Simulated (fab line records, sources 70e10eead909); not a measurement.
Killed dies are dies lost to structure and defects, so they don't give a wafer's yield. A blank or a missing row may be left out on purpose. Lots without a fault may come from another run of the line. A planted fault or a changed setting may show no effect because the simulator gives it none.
Which tool did it? | flow nand_harc | 6 lots, 18 wafers sampled, at 2 steps of a route of 1302

WHAT THE GAUGES READ, wafer by wafer
NHARC_A_CHANNEL_HOLE_D1_INSPECT_12.
lot  | measured     | on                | raw_defect_count
L416 | day 9 22:36  | defect_inspect-02 | 2 4 8
L423 | day 13 02:59 | defect_inspect-02 | 307 326 302 304 324 307
L426 | day 14 09:43 | defect_inspect-01 | 346 300 328 334 306 326
L430 | day 15 10:11 | defect_inspect-02 | 2 3 2
L434 | day 17 04:11 | defect_inspect-01 | 5 7 9
L436 | day 18 04:10 | defect_inspect-01 | 3 2 6

WHICH TOOL RAN EACH LOT (tool, then ch and the chambers of the sampled wafers, then the start)
lot  | NHARC_A_CHANNEL_HOLE_D1_DEP_00
L416 | acl_dep-01 ch 0, day 9 19:47
L423 | acl_dep-03 ch 0, day 13 00:30
L426 | acl_dep-03 ch 0, day 14 07:01
L430 | acl_dep-02 ch 0, day 15 07:25
L434 | acl_dep-01 ch 0, day 17 01:25
L436 | acl_dep-03 ch 0, day 18 01:31
- NHARC_A_CHANNEL_HOLE_D1_DEP_00: deposits aC, target thk 3100 nm.

THE ANSWER, worked out from the rows above alone
Rule: what is usual is taken from the lots themselves. Put in order of their means at a reading, lots are off if they are a third of the lots or fewer, leave a main group of 4 or more, and stand apart from it by a gap of 3 or more times the standard deviation of the main group's means; of several such gaps the widest counts. A main group whose means are all the same, to the digits that the tables above print for the reading, isn't used. A lot without any number at a reading at which 4 lots or more have one is off too. The other lots that the step has rows for count as sound.
Off: L423, L426, at NHARC_A_CHANNEL_HOLE_D1_INSPECT_12 (raw_defect_count). The main group: mean 4.4, standard deviation 1.7.
A tool fits if, at a process step before that reading, it ran every lot that is off, and no sound lot after the first of them. The gauges at NHARC_A_CHANNEL_HOLE_D1_INSPECT_12 are tried like those tools. None of those tried fits.

WHAT THE SIMULATOR HAD PUT IN
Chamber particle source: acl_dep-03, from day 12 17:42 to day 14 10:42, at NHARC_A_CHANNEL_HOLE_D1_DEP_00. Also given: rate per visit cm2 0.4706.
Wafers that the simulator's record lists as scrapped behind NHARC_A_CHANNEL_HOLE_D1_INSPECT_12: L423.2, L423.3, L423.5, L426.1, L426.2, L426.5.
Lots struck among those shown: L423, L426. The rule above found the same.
